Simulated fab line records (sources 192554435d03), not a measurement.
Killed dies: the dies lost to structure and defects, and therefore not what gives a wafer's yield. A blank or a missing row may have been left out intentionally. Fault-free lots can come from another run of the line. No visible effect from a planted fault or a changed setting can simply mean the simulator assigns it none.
fab line records :: flow n5_finfet
record
  lots=14
  wafers=36
  last_day=18
route steps=1938 shown BEOL_M8@1385 BEOL_M9@1404
lots that met no fault: from a run of the same line without faults
start_h: the number of hours between the record's first day and the start of the first shown wafer of the lot :: wait_h: time in hours since the lot's previous step :: " as in the row above :: L1.1+2: one row covering several wafers at once :: - either no value or no given start :: * or withheld: withheld :: < > ~ a bound
route shown NAME@n: NAME is a module with steps in the file, n the number in the route of the first one :: usual: average and standard deviation across the fault-free wafers :: same: alike in all rows :: chamber/n: place in a boat :: sites: the reading at each site :: _std_site: their standard deviation :: _edge_site: outer sites' mean less inner sites' :: radius_mm: how far each site lies from the wafer's centre :: mask NAME#n: copy n :: behind: the last tool/chamber to shape the wafer :: hold: why the lot went on hold/how many hours it stayed there/how the hold came to an end :: device: which transistor (n, p or np) failed to switch :: end of line: the same wafers' tests at the end of the route :: a step with no rows: only its recipe :: killed: at the first sort, the dies lost to defects and structure; wafer yield is something else :: map: the dies of a wafer, with x for killed, . for not killed, _ for no die there
set.NAME: the setting the step ran with; set.NAME@STEP: the setting that earlier step ran with :: model.NAME: the simulator's own value behind a step, which no gauge read
a sample of lots followed through the steps of the route, with each step as a table and each wafer as a row
services: the hour from which a tool's chamber was out of use, counted from the record's first day as start_h (under 0 if before that day), plus the number of hours and why
## steps
# step N5_BEOL_M8_CD_MEAS_35
# recipe
  target_cd_nm=40
  polarity=opening
# usual
  cd_nm=40.2/0.59
lot.wafer: L793.2
tool: cd_sem-03
chamber: -
start_h: 222.71
wait_h: 0.0
cd_nm: 40.4

lot.wafer: L793.3
tool: cd_sem-03
chamber: -
start_h: 222.71
wait_h: 0.0
cd_nm: 39.6

lot.wafer: L793.5
tool: cd_sem-03
chamber: -
start_h: 222.71
wait_h: 0.0
cd_nm: 41.1

lot.wafer: L792.3
tool: cd_sem-02
chamber: -
start_h: 228.96
wait_h: 0.0
cd_nm: 40.3

lot.wafer: L792.4
tool: cd_sem-02
chamber: -
start_h: 228.96
wait_h: 0.0
cd_nm: 40.5

lot.wafer: L792.5
tool: cd_sem-02
chamber: -
start_h: 228.96
wait_h: 0.0
cd_nm: 39.6

lot.wafer: L797.2
tool: cd_sem-02
chamber: -
start_h: 244.75
wait_h: 0.0
cd_nm: 40.5

lot.wafer: L797.3
tool: cd_sem-02
chamber: -
start_h: 244.75
wait_h: 0.0
cd_nm: 40.9

lot.wafer: L797.4
tool: cd_sem-02
chamber: -
start_h: 244.75
wait_h: 0.0
cd_nm: 40.4

lot.wafer: L800.1
tool: cd_sem-01
chamber: -
start_h: 246.93
wait_h: 0.0
cd_nm: 39.9

lot.wafer: L800.6
tool: cd_sem-01
chamber: -
start_h: 246.93
wait_h: 0.0
cd_nm: 40.5

lot.wafer: L799.5
tool: cd_sem-02
chamber: -
start_h: 254.92
wait_h: 0.0
cd_nm: 39.4

lot.wafer: L799.6
tool: cd_sem-02
chamber: -
start_h: 254.92
wait_h: 0.0
cd_nm: 40.5

lot.wafer: L801.4
tool: cd_sem-01
chamber: -
start_h: 271.18
wait_h: 0.0
cd_nm: 40.8

lot.wafer: L801.5
tool: cd_sem-01
chamber: -
start_h: 271.18
wait_h: 0.0
cd_nm: 39.8

lot.wafer: L801.6
tool: cd_sem-01
chamber: -
start_h: 271.18
wait_h: 0.0
cd_nm: 39.9

lot.wafer: L802.2
tool: cd_sem-03
chamber: -
start_h: 292.31
wait_h: 0.0
cd_nm: 40.3

lot.wafer: L802.4
tool: cd_sem-03
chamber: -
start_h: 292.31
wait_h: 0.0
cd_nm: 40.4

lot.wafer: L802.6
tool: cd_sem-03
chamber: -
start_h: 292.31
wait_h: 0.0
cd_nm: 39.6

lot.wafer: L803.1
tool: cd_sem-01
chamber: -
start_h: 292.71
wait_h: 0.0
cd_nm: 39.4

lot.wafer: L803.5
tool: cd_sem-01
chamber: -
start_h: 292.71
wait_h: 0.0
cd_nm: 40.0

lot.wafer: L809.1
tool: cd_sem-01
chamber: -
start_h: 305.65
wait_h: 0.0
cd_nm: 41.0

lot.wafer: L809.3
tool: cd_sem-01
chamber: -
start_h: 305.65
wait_h: 0.0
cd_nm: 40.7

lot.wafer: L809.6
tool: cd_sem-01
chamber: -
start_h: 305.65
wait_h: 0.0
cd_nm: 39.9

lot.wafer: L808.1
tool: cd_sem-03
chamber: -
start_h: 312.47
wait_h: 0.0
cd_nm: 40.1

lot.wafer: L808.2
tool: cd_sem-03
chamber: -
start_h: 312.47
wait_h: 0.0
cd_nm: 40.7

lot.wafer: L810.1
tool: cd_sem-03
chamber: -
start_h: 314.91
wait_h: 0.0
cd_nm: 39.5

lot.wafer: L810.4
tool: cd_sem-03
chamber: -
start_h: 314.91
wait_h: 0.0
cd_nm: 40.7

lot.wafer: L810.5
tool: cd_sem-03
chamber: -
start_h: 314.91
wait_h: 0.0
cd_nm: 40.2

lot.wafer: L811.4
tool: cd_sem-01
chamber: -
start_h: 319.03
wait_h: 0.0
cd_nm: 41.4

lot.wafer: L811.6
tool: cd_sem-01
chamber: -
start_h: 319.03
wait_h: 0.0
cd_nm: 40.1

lot.wafer: L815.2
tool: cd_sem-01
chamber: -
start_h: 355.36
wait_h: 0.0
cd_nm: 41.1

lot.wafer: L815.3
tool: cd_sem-01
chamber: -
start_h: 355.36
wait_h: 0.0
cd_nm: 40.2

lot.wafer: L815.5
tool: cd_sem-01
chamber: -
start_h: 355.36
wait_h: 0.0
cd_nm: 39.7

lot.wafer: L814.4
tool: cd_sem-03
chamber: -
start_h: 357.22
wait_h: 0.0
cd_nm: 38.8

lot.wafer: L814.6
tool: cd_sem-03
chamber: -
start_h: 357.22
wait_h: 0.0
cd_nm: 39.5
# step N5_BEOL_M8_PRE_CLEAN_45
# recipe
  gas=H2/He
  time_s=30
  temp_c=250
# usual
  heater_power_w=317/22
lot.wafer: L793.2
tool: pvd_sputter-02
chamber: -
start_h: 223.20
wait_h: 0.0
heater_power_w: 281

lot.wafer: L793.3
tool: pvd_sputter-02
chamber: -
start_h: 223.20
wait_h: 0.0
heater_power_w: 305

lot.wafer: L793.5
tool: pvd_sputter-02
chamber: -
start_h: 223.20
wait_h: 0.0
heater_power_w: 297

lot.wafer: L792.3
tool: pvd_sputter-02
chamber: -
start_h: 229.70
wait_h: 0.0
heater_power_w: 299

lot.wafer: L792.4
tool: pvd_sputter-02
chamber: -
start_h: 229.70
wait_h: 0.0
heater_power_w: 345

lot.wafer: L792.5
tool: pvd_sputter-02
chamber: -
start_h: 229.70
wait_h: 0.0
heater_power_w: 306

lot.wafer: L797.2
tool: pvd_sputter-01
chamber: -
start_h: 246.04
wait_h: 0.0
heater_power_w: 339

lot.wafer: L797.3
tool: pvd_sputter-01
chamber: -
start_h: 246.04
wait_h: 0.0
heater_power_w: 300

lot.wafer: L797.4
tool: pvd_sputter-01
chamber: -
start_h: 246.04
wait_h: 0.0
heater_power_w: 296

lot.wafer: L800.1
tool: pvd_sputter-01
chamber: -
start_h: 247.33
wait_h: 0.0
heater_power_w: 301

lot.wafer: L800.6
tool: pvd_sputter-01
chamber: -
start_h: 247.33
wait_h: 0.0
heater_power_w: 311

lot.wafer: L799.5
tool: pvd_sputter-03
chamber: -
start_h: 255.50
wait_h: 0.0
heater_power_w: 321

lot.wafer: L799.6
tool: pvd_sputter-03
chamber: -
start_h: 255.50
wait_h: 0.0
heater_power_w: 346

lot.wafer: L801.4
tool: pvd_sputter-03
chamber: -
start_h: 273.25
wait_h: 0.0
heater_power_w: 293

lot.wafer: L801.5
tool: pvd_sputter-03
chamber: -
start_h: 273.25
wait_h: 0.0
heater_power_w: 315

lot.wafer: L801.6
tool: pvd_sputter-03
chamber: -
start_h: 273.25
wait_h: 0.0
heater_power_w: 334

lot.wafer: L802.2
tool: pvd_sputter-01
chamber: -
start_h: 292.93
wait_h: 0.0
heater_power_w: 310

lot.wafer: L802.4
tool: pvd_sputter-01
chamber: -
start_h: 292.93
wait_h: 0.0
heater_power_w: 340

lot.wafer: L802.6
tool: pvd_sputter-01
chamber: -
start_h: 292.93
wait_h: 0.0
heater_power_w: 301

lot.wafer: L803.1
tool: pvd_sputter-01
chamber: -
start_h: 293.27
wait_h: 0.0
heater_power_w: 300

lot.wafer: L803.5
tool: pvd_sputter-01
chamber: -
start_h: 293.27
wait_h: 0.0
heater_power_w: 338

lot.wafer: L809.1
tool: pvd_sputter-01
chamber: -
start_h: 306.08
wait_h: 0.0
heater_power_w: 351

lot.wafer: L809.3
tool: pvd_sputter-01
chamber: -
start_h: 306.08
wait_h: 0.0
heater_power_w: 328

lot.wafer: L809.6
tool: pvd_sputter-01
chamber: -
start_h: 306.08
wait_h: 0.0
heater_power_w: 338

lot.wafer: L808.1
tool: pvd_sputter-01
chamber: -
start_h: 313.22
wait_h: 0.0
heater_power_w: 304

lot.wafer: L808.2
tool: pvd_sputter-01
chamber: -
start_h: 313.22
wait_h: 0.0
heater_power_w: 296

lot.wafer: L810.1
tool: pvd_sputter-03
chamber: -
start_h: 315.45
wait_h: 0.0
heater_power_w: 346

lot.wafer: L810.4
tool: pvd_sputter-03
chamber: -
start_h: 315.45
wait_h: 0.0
heater_power_w: 292

lot.wafer: L810.5
tool: pvd_sputter-03
chamber: -
start_h: 315.45
wait_h: 0.0
heater_power_w: 332

lot.wafer: L811.4
tool: pvd_sputter-02
chamber: -
start_h: 319.70
wait_h: 0.0
heater_power_w: 309

lot.wafer: L811.6
tool: pvd_sputter-02
chamber: -
start_h: 319.70
wait_h: 0.0
heater_power_w: 362

lot.wafer: L815.2
tool: pvd_sputter-02
chamber: -
start_h: 356.11
wait_h: 0.0
heater_power_w: 355

lot.wafer: L815.3
tool: pvd_sputter-02
chamber: -
start_h: 356.11
wait_h: 0.0
heater_power_w: 289

lot.wafer: L815.5
tool: pvd_sputter-02
chamber: -
start_h: 356.11
wait_h: 0.0
heater_power_w: 353

lot.wafer: L814.4
tool: pvd_sputter-01
chamber: -
start_h: 357.91
wait_h: 0.0
heater_power_w: 338

lot.wafer: L814.6
tool: pvd_sputter-01
chamber: -
start_h: 357.91
wait_h: 0.0
heater_power_w: 310
# step N5_BEOL_M8_CMP_52
# recipe
  stop_on=SiCOH_lowk
  t_overpolish_s=6.9
  down_force_psi=1
  platen_rpm=50
  clearing_platen_down_force_psi=1.5
  clearing_platen_rpm=50
  post_cmp_clean=cu_alkaline
  target_thk_nm=80
  clearing_platen_pad_velocity_m_s=0.99484
  pad_velocity_m_s=0.99484
# usual
  barrier_field_endpoint_s=29.1/0.88
  motor_current_A=5.7/0.54
  overpolish_run_s=6.901/0.009
  platen_rpm=50.00/0.036
  time_to_endpoint_s=63/3.9
lot.wafer: L793.3
tool: cmp-04
chamber: 1
start_h: 225.23
wait_h: 0.3
barrier_field_endpoint_s: 28.6
motor_current_A: 6.6
overpolish_run_s: 6.900
platen_rpm: 50.03
time_to_endpoint_s: 62

lot.wafer: L793.2
tool: cmp-04
chamber: 2
start_h: 225.23
wait_h: 0.3
barrier_field_endpoint_s: 27.0
motor_current_A: 5.3
overpolish_run_s: 6.892
platen_rpm: 50.01
time_to_endpoint_s: 58

lot.wafer: L793.5
tool: cmp-04
chamber: 3
start_h: 225.23
wait_h: 0.3
barrier_field_endpoint_s: 29.8
motor_current_A: 5.8
overpolish_run_s: 6.913
platen_rpm: 50.02
time_to_endpoint_s: 62

lot.wafer: L792.4
tool: cmp-04
chamber: 0
start_h: 230.95
wait_h: 0.2
barrier_field_endpoint_s: 28.9
motor_current_A: 6.1
overpolish_run_s: 6.905
platen_rpm: 50.01
time_to_endpoint_s: 60

lot.wafer: L792.3
tool: cmp-04
chamber: 2
start_h: 230.95
wait_h: 0.2
barrier_field_endpoint_s: 27.8
motor_current_A: 5.7
overpolish_run_s: 6.907
platen_rpm: 50.05
time_to_endpoint_s: 60

lot.wafer: L792.5
tool: cmp-04
chamber: 3
start_h: 230.95
wait_h: 0.2
barrier_field_endpoint_s: 29.4
motor_current_A: 6.2
overpolish_run_s: 6.902
platen_rpm: 49.97
time_to_endpoint_s: 65

lot.wafer: L797.3
tool: cmp-04
chamber: 0
start_h: 247.79
wait_h: 0.2
barrier_field_endpoint_s: 28.1
motor_current_A: 5.6
overpolish_run_s: 6.896
platen_rpm: 50.01
time_to_endpoint_s: 60

lot.wafer: L797.2
tool: cmp-04
chamber: 1
start_h: 247.79
wait_h: 0.2
barrier_field_endpoint_s: 29.7
motor_current_A: 6.3
overpolish_run_s: 6.910
platen_rpm: 49.99
time_to_endpoint_s: 67

lot.wafer: L797.4
tool: cmp-04
chamber: 2
start_h: 247.79
wait_h: 0.2
barrier_field_endpoint_s: 28.4
motor_current_A: 5.1
overpolish_run_s: 6.900
platen_rpm: 50.03
time_to_endpoint_s: 62

lot.wafer: L800.1
tool: cmp-02
chamber: 3
start_h: 249.41
wait_h: 0.4
barrier_field_endpoint_s: 30.5
motor_current_A: 5.5
overpolish_run_s: 6.890
platen_rpm: 50.03
time_to_endpoint_s: 68

lot.wafer: L800.6
tool: cmp-02
chamber: 0
start_h: 249.41
wait_h: 0.4
barrier_field_endpoint_s: 30.7
motor_current_A: 6.0
overpolish_run_s: 6.879
platen_rpm: 50.00
time_to_endpoint_s: 67

lot.wafer: L799.5
tool: cmp-02
chamber: 0
start_h: 257.02
wait_h: 0.2
barrier_field_endpoint_s: 30.0
motor_current_A: 6.1
overpolish_run_s: 6.902
platen_rpm: 50.01
time_to_endpoint_s: 65

lot.wafer: L799.6
tool: cmp-02
chamber: 1
start_h: 257.02
wait_h: 0.2
barrier_field_endpoint_s: 29.7
motor_current_A: 5.6
overpolish_run_s: 6.904
platen_rpm: 49.97
time_to_endpoint_s: 65

lot.wafer: L801.4
tool: cmp-02
chamber: 2
start_h: 275.07
wait_h: 0.5
barrier_field_endpoint_s: 16.6
motor_current_A: 4.8
overpolish_run_s: 6.897
platen_rpm: 50.00
time_to_endpoint_s: 34

lot.wafer: L801.6
tool: cmp-02
chamber: 1
start_h: 275.07
wait_h: 0.5
barrier_field_endpoint_s: 15.9
motor_current_A: 5.1
overpolish_run_s: 6.906
platen_rpm: 49.98
time_to_endpoint_s: 35

lot.wafer: L801.5
tool: cmp-02
chamber: 2
start_h: 275.07
wait_h: 0.5
barrier_field_endpoint_s: 15.9
motor_current_A: 4.8
overpolish_run_s: 6.894
platen_rpm: 49.96
time_to_endpoint_s: 37

lot.wafer: L802.2
tool: cmp-02
chamber: 3
start_h: 294.24
wait_h: 0.2
barrier_field_endpoint_s: 17.3
motor_current_A: 5.5
overpolish_run_s: 6.914
platen_rpm: 50.02
time_to_endpoint_s: 44

lot.wafer: L802.4
tool: cmp-02
chamber: 0
start_h: 294.24
wait_h: 0.2
barrier_field_endpoint_s: 16.4
motor_current_A: 6.1
overpolish_run_s: 6.903
platen_rpm: 50.01
time_to_endpoint_s: 38

lot.wafer: L802.6
tool: cmp-02
chamber: 2
start_h: 294.24
wait_h: 0.2
barrier_field_endpoint_s: 16.6
motor_current_A: 4.3
overpolish_run_s: 6.896
platen_rpm: 49.99
time_to_endpoint_s: 36

lot.wafer: L803.1
tool: cmp-03
chamber: 1
start_h: 295.01
wait_h: 0.3
barrier_field_endpoint_s: 29.1
motor_current_A: 5.1
overpolish_run_s: 6.909
platen_rpm: 49.97
time_to_endpoint_s: 64

lot.wafer: L803.5
tool: cmp-03
chamber: 1
start_h: 295.01
wait_h: 0.3
barrier_field_endpoint_s: 29.5
motor_current_A: 5.1
overpolish_run_s: 6.910
platen_rpm: 49.96
time_to_endpoint_s: 65

lot.wafer: L809.3
tool: cmp-04
chamber: 1
start_h: 308.89
wait_h: 0.2
barrier_field_endpoint_s: 29.3
motor_current_A: 7.1
overpolish_run_s: 6.908
platen_rpm: 49.98
time_to_endpoint_s: 66

lot.wafer: L809.1
tool: cmp-04
chamber: 0
start_h: 308.89
wait_h: 0.2
barrier_field_endpoint_s: 28.8
motor_current_A: 5.8
overpolish_run_s: 6.911
platen_rpm: 49.97
time_to_endpoint_s: 62

lot.wafer: L809.6
tool: cmp-04
chamber: 2
start_h: 308.89
wait_h: 0.2
barrier_field_endpoint_s: 29.2
motor_current_A: 5.2
overpolish_run_s: 6.898
platen_rpm: 50.07
time_to_endpoint_s: 63

lot.wafer: L808.2
tool: cmp-03
chamber: 2
start_h: 314.73
wait_h: 0.3
barrier_field_endpoint_s: 27.6
motor_current_A: 5.3
overpolish_run_s: 6.894
platen_rpm: 50.10
time_to_endpoint_s: 56

lot.wafer: L808.1
tool: cmp-03
chamber: 0
start_h: 314.73
wait_h: 0.3
barrier_field_endpoint_s: 27.4
motor_current_A: 5.5
overpolish_run_s: 6.906
platen_rpm: 50.02
time_to_endpoint_s: 59

lot.wafer: L810.4
tool: cmp-03
chamber: 3
start_h: 316.89
wait_h: 0.2
barrier_field_endpoint_s: 29.2
motor_current_A: 6.4
overpolish_run_s: 6.898
platen_rpm: 49.96
time_to_endpoint_s: 63

lot.wafer: L810.1
tool: cmp-03
chamber: 1
start_h: 316.89
wait_h: 0.2
barrier_field_endpoint_s: 30.0
motor_current_A: 5.5
overpolish_run_s: 6.905
platen_rpm: 50.03
time_to_endpoint_s: 66

lot.wafer: L810.5
tool: cmp-03
chamber: 3
start_h: 316.89
wait_h: 0.2
barrier_field_endpoint_s: 29.3
motor_current_A: 6.4
overpolish_run_s: 6.892
platen_rpm: 49.97
time_to_endpoint_s: 60

lot.wafer: L811.4
tool: cmp-04
chamber: 1
start_h: 321.08
wait_h: 0.1
barrier_field_endpoint_s: 29.5
motor_current_A: 6.4
overpolish_run_s: 6.895
platen_rpm: 49.98
time_to_endpoint_s: 62

lot.wafer: L811.6
tool: cmp-04
chamber: 2
start_h: 321.08
wait_h: 0.1
barrier_field_endpoint_s: 28.3
motor_current_A: 5.4
overpolish_run_s: 6.896
platen_rpm: 50.02
time_to_endpoint_s: 59

lot.wafer: L815.2
tool: cmp-04
chamber: 2
start_h: 357.95
wait_h: 0.2
barrier_field_endpoint_s: 28.3
motor_current_A: 5.4
overpolish_run_s: 6.909
platen_rpm: 49.98
time_to_endpoint_s: 58

lot.wafer: L815.3
tool: cmp-04
chamber: 1
start_h: 357.95
wait_h: 0.2
barrier_field_endpoint_s: 29.2
motor_current_A: 6.7
overpolish_run_s: 6.904
platen_rpm: 49.93
time_to_endpoint_s: 66

lot.wafer: L815.5
tool: cmp-04
chamber: 3
start_h: 357.95
wait_h: 0.2
barrier_field_endpoint_s: 30.3
motor_current_A: 6.3
overpolish_run_s: 6.906
platen_rpm: 50.01
time_to_endpoint_s: 63

lot.wafer: L814.4
tool: cmp-03
chamber: 0
start_h: 359.59
wait_h: 0.2
barrier_field_endpoint_s: 27.6
motor_current_A: 5.5
overpolish_run_s: 6.886
platen_rpm: 50.02
time_to_endpoint_s: 56

lot.wafer: L814.6
tool: cmp-03
chamber: 3
start_h: 359.59
wait_h: 0.2
barrier_field_endpoint_s: 28.2
motor_current_A: 6.7
overpolish_run_s: 6.895
platen_rpm: 50.03
time_to_endpoint_s: 58
# step N5_BEOL_M9_PECVD_70
# recipe
  material=SiO2
  target_thk_a=200
  temp_c=400
  precursor=TEOS/O2
  pressure_torr=5.5
  rf_w=450
  teos_flow_sccm=53.8
  gas=O2
  flow_sccm=3000
  time_s=22.7
# usual
  chamber_pressure_Torr=5.499/0.012
  heater_power_w=707/83
  showerhead_plenum_p_Torr=8.78/0.065
  throttle_valve_pct=21.9/1.4
lot.wafer: L793.2
tool: pecvd-02
chamber: 1
start_h: 226.78
wait_h: 0.0
chamber_pressure_Torr: 5.500
heater_power_w: 673
showerhead_plenum_p_Torr: 8.82
throttle_valve_pct: 23.3

lot.wafer: L793.3
tool: pecvd-02
chamber: 2
start_h: 226.78
wait_h: 0.0
chamber_pressure_Torr: 5.485
heater_power_w: 658
showerhead_plenum_p_Torr: 8.77
throttle_valve_pct: 19.7

lot.wafer: L793.5
tool: pecvd-02
chamber: 1
start_h: 226.78
wait_h: 0.0
chamber_pressure_Torr: 5.513
heater_power_w: 625
showerhead_plenum_p_Torr: 8.83
throttle_valve_pct: 23.4

lot.wafer: L792.3
tool: pecvd-02
chamber: 1
start_h: 232.55
wait_h: 0.0
chamber_pressure_Torr: 5.486
heater_power_w: 694
showerhead_plenum_p_Torr: 8.87
throttle_valve_pct: 23.3

lot.wafer: L792.4
tool: pecvd-02
chamber: 2
start_h: 232.55
wait_h: 0.0
chamber_pressure_Torr: 5.480
heater_power_w: 652
showerhead_plenum_p_Torr: 8.79
throttle_valve_pct: 19.8

lot.wafer: L792.5
tool: pecvd-02
chamber: 0
start_h: 232.55
wait_h: 0.0
chamber_pressure_Torr: 5.505
heater_power_w: 628
showerhead_plenum_p_Torr: 8.74
throttle_valve_pct: 22.0

lot.wafer: L797.2
tool: pecvd-04
chamber: 2
start_h: 249.14
wait_h: 0.0
chamber_pressure_Torr: 5.496
heater_power_w: 719
showerhead_plenum_p_Torr: 8.82
throttle_valve_pct: 20.2

lot.wafer: L797.3
tool: pecvd-04
chamber: 0
start_h: 249.14
wait_h: 0.0
chamber_pressure_Torr: 5.488
heater_power_w: 856
showerhead_plenum_p_Torr: 8.80
throttle_valve_pct: 23.4

lot.wafer: L797.4
tool: pecvd-04
chamber: 2
start_h: 249.14
wait_h: 0.0
chamber_pressure_Torr: 5.497
heater_power_w: 728
showerhead_plenum_p_Torr: 8.82
throttle_valve_pct: 19.8

lot.wafer: L800.1
tool: pecvd-02
chamber: 0
start_h: 250.41
wait_h: 0.0
chamber_pressure_Torr: 5.493
heater_power_w: 602
showerhead_plenum_p_Torr: 8.75
throttle_valve_pct: 22.1

lot.wafer: L800.6
tool: pecvd-02
chamber: 0
start_h: 250.41
wait_h: 0.0
chamber_pressure_Torr: 5.501
heater_power_w: 603
showerhead_plenum_p_Torr: 8.76
throttle_valve_pct: 21.9

lot.wafer: L799.5
tool: pecvd-04
chamber: 0
start_h: 258.01
wait_h: 0.1
chamber_pressure_Torr: 5.496
heater_power_w: 762
showerhead_plenum_p_Torr: 8.79
throttle_valve_pct: 23.1

lot.wafer: L799.6
tool: pecvd-04
chamber: 1
start_h: 258.01
wait_h: 0.1
chamber_pressure_Torr: 5.514
heater_power_w: 685
showerhead_plenum_p_Torr: 8.90
throttle_valve_pct: 22.4

lot.wafer: L801.4
tool: pecvd-01
chamber: 0
start_h: 276.16
wait_h: 0.1
chamber_pressure_Torr: 5.498
heater_power_w: 817
showerhead_plenum_p_Torr: 8.77
throttle_valve_pct: 21.6

lot.wafer: L801.5
tool: pecvd-01
chamber: 2
start_h: 276.16
wait_h: 0.1
chamber_pressure_Torr: 5.489
heater_power_w: 916
showerhead_plenum_p_Torr: 8.69
throttle_valve_pct: 21.4

lot.wafer: L801.6
tool: pecvd-01
chamber: 1
start_h: 276.16
wait_h: 0.1
chamber_pressure_Torr: 5.476
heater_power_w: 587
showerhead_plenum_p_Torr: 8.67
throttle_valve_pct: 24.3

lot.wafer: L802.2
tool: pecvd-01
chamber: 2
start_h: 295.32
wait_h: 0.0
chamber_pressure_Torr: 5.474
heater_power_w: 767
showerhead_plenum_p_Torr: 8.71
throttle_valve_pct: 21.2

lot.wafer: L802.4
tool: pecvd-01
chamber: 1
start_h: 295.32
wait_h: 0.0
chamber_pressure_Torr: 5.508
heater_power_w: 725
showerhead_plenum_p_Torr: 8.65
throttle_valve_pct: 24.1

lot.wafer: L802.6
tool: pecvd-01
chamber: 0
start_h: 295.32
wait_h: 0.0
chamber_pressure_Torr: 5.490
heater_power_w: 791
showerhead_plenum_p_Torr: 8.76
throttle_valve_pct: 21.5

lot.wafer: L803.1
tool: pecvd-04
chamber: 1
start_h: 296.13
wait_h: 0.0
chamber_pressure_Torr: 5.475
heater_power_w: 819
showerhead_plenum_p_Torr: 8.87
throttle_valve_pct: 22.0

lot.wafer: L803.5
tool: pecvd-04
chamber: 2
start_h: 296.13
wait_h: 0.0
chamber_pressure_Torr: 5.507
heater_power_w: 696
showerhead_plenum_p_Torr: 8.80
throttle_valve_pct: 19.6

lot.wafer: L809.1
tool: pecvd-01
chamber: 2
start_h: 310.00
wait_h: 0.0
chamber_pressure_Torr: 5.509
heater_power_w: 883
showerhead_plenum_p_Torr: 8.71
throttle_valve_pct: 21.3

lot.wafer: L809.3
tool: pecvd-01
chamber: 1
start_h: 310.00
wait_h: 0.0
chamber_pressure_Torr: 5.505
heater_power_w: 627
showerhead_plenum_p_Torr: 8.67
throttle_valve_pct: 24.0

lot.wafer: L809.6
tool: pecvd-01
chamber: 0
start_h: 310.00
wait_h: 0.0
chamber_pressure_Torr: 5.500
heater_power_w: 793
showerhead_plenum_p_Torr: 8.74
throttle_valve_pct: 21.4

lot.wafer: L808.1
tool: pecvd-02
chamber: 2
start_h: 316.03
wait_h: 0.0
chamber_pressure_Torr: 5.502
heater_power_w: 677
showerhead_plenum_p_Torr: 8.77
throttle_valve_pct: 19.8

lot.wafer: L808.2
tool: pecvd-02
chamber: 0
start_h: 316.03
wait_h: 0.0
chamber_pressure_Torr: 5.524
heater_power_w: 581
showerhead_plenum_p_Torr: 8.75
throttle_valve_pct: 22.3

lot.wafer: L810.1
tool: pecvd-01
chamber: 0
start_h: 317.97
wait_h: 0.0
chamber_pressure_Torr: 5.502
heater_power_w: 648
showerhead_plenum_p_Torr: 8.75
throttle_valve_pct: 21.4

lot.wafer: L810.4
tool: pecvd-01
chamber: 0
start_h: 317.97
wait_h: 0.0
chamber_pressure_Torr: 5.502
heater_power_w: 651
showerhead_plenum_p_Torr: 8.74
throttle_valve_pct: 21.3

lot.wafer: L810.5
tool: pecvd-01
chamber: 1
start_h: 317.97
wait_h: 0.0
chamber_pressure_Torr: 5.479
heater_power_w: 669
showerhead_plenum_p_Torr: 8.65
throttle_valve_pct: 24.3

lot.wafer: L811.4
tool: pecvd-04
chamber: 1
start_h: 322.21
wait_h: 0.1
chamber_pressure_Torr: 5.511
heater_power_w: 738
showerhead_plenum_p_Torr: 8.87
throttle_valve_pct: 22.1

lot.wafer: L811.6
tool: pecvd-04
chamber: 0
start_h: 322.21
wait_h: 0.1
chamber_pressure_Torr: 5.506
heater_power_w: 832
showerhead_plenum_p_Torr: 8.78
throttle_valve_pct: 23.0

lot.wafer: L815.2
tool: pecvd-01
chamber: 2
start_h: 359.07
wait_h: 0.0
chamber_pressure_Torr: 5.489
heater_power_w: 773
showerhead_plenum_p_Torr: 8.70
throttle_valve_pct: 21.6

lot.wafer: L815.3
tool: pecvd-01
chamber: 0
start_h: 359.07
wait_h: 0.0
chamber_pressure_Torr: 5.487
heater_power_w: 724
showerhead_plenum_p_Torr: 8.74
throttle_valve_pct: 21.9

lot.wafer: L815.5
tool: pecvd-01
chamber: 0
start_h: 359.07
wait_h: 0.0
chamber_pressure_Torr: 5.500
heater_power_w: 729
showerhead_plenum_p_Torr: 8.76
throttle_valve_pct: 21.7

lot.wafer: L814.4
tool: pecvd-02
chamber: 1
start_h: 361.13
wait_h: 0.1
chamber_pressure_Torr: 5.521
heater_power_w: 653
showerhead_plenum_p_Torr: 8.85
throttle_valve_pct: 23.2

lot.wafer: L814.6
tool: pecvd-02
chamber: 0
start_h: 361.13
wait_h: 0.1
chamber_pressure_Torr: 5.509
heater_power_w: 597
showerhead_plenum_p_Torr: 8.75
throttle_valve_pct: 22.2
## services
tool: pecvd-01
chamber: -
start_h: 200.16
hours: 2.8
kind: pm

tool: cmp-03
chamber: -
start_h: 200.43
hours: 2.5
kind: repair

tool: cmp-02
chamber: -
start_h: 201.77
hours: 6.7
kind: pm

tool: cmp-02
chamber: -
start_h: 209.12
hours: 0.2
kind: repair

tool: pecvd-02
chamber: 0
start_h: 226.37
hours: 5.5
kind: scheduled_down

tool: cmp-03
chamber: -
start_h: 233.02
hours: 4.0
kind: pm

tool: pecvd-02
chamber: 0
start_h: 233.12
hours: 2.1
kind: scheduled_down

tool: cmp-03
chamber: -
start_h: 237.02
hours: -
kind: consumable_replace:conditioner

tool: cmp-03
chamber: -
start_h: 237.02
hours: -
kind: consumable_replace:pad

tool: cmp-04
chamber: -
start_h: 257.55
hours: 19.6
kind: repair

tool: pecvd-01
chamber: -
start_h: 258.95
hours: 5.1
kind: repair

tool: pecvd-04
chamber: 1
start_h: 287.77
hours: 1.9
kind: repair

tool: cmp-04
chamber: -
start_h: 293.90
hours: 0.8
kind: repair

tool: cmp-02
chamber: -
start_h: 313.84
hours: 4.0
kind: pm

tool: pecvd-02
chamber: -
start_h: 316.12
hours: 14.6
kind: pm

tool: cmp-02
chamber: -
start_h: 317.84
hours: -
kind: consumable_replace:conditioner

tool: cmp-02
chamber: -
start_h: 317.84
hours: -
kind: consumable_replace:pad

tool: pecvd-01
chamber: 0
start_h: 320.34
hours: 2.1
kind: scheduled_down

tool: pecvd-04
chamber: -
start_h: 326.25
hours: 2.8
kind: pm

tool: cmp-04
chamber: -
start_h: 326.72
hours: 2.6
kind: repair

tool: pecvd-04
chamber: 2
start_h: 329.76
hours: 6.5
kind: repair

tool: cmp-03
chamber: -
start_h: 338.55
hours: 9.7
kind: repair

tool: pecvd-02
chamber: -
start_h: 340.21
hours: 4.0
kind: repair

tool: cmp-04
chamber: -
start_h: 351.12
hours: 0.3
kind: repair
## key
first_sign
  step=N5_BEOL_M8_CMP_52
  reading=barrier_field_endpoint_s
  direction=down
  sigmas=14
  usual=29.1
  struck=16.5
effect
  step=N5_BEOL_M8_CMP_52
  reading=time_to_endpoint_s
  direction=down
  sigmas=6.6
  usual=*
  struck=*
met_at N5_BEOL_M8_CMP_52
struck_lots L801,L802
rows_end L801.4,L801.5,L801.6
not_acting_at N5_BEOL_M8_CD_MEAS_35,N5_BEOL_M8_PRE_CLEAN_45,N5_BEOL_M9_PECVD_70
onset_between 257.02 275.07
fault
  kind=process_parameter_drift
  tool=cmp-02
  chamber=-
  onset_h=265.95
  steps=N5_BEOL_M8_CMP_52
  channel=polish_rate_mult
  offset=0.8
  shape=step
# rows_end: these wafers met a further fault down the route, and their rows from its step on are left out
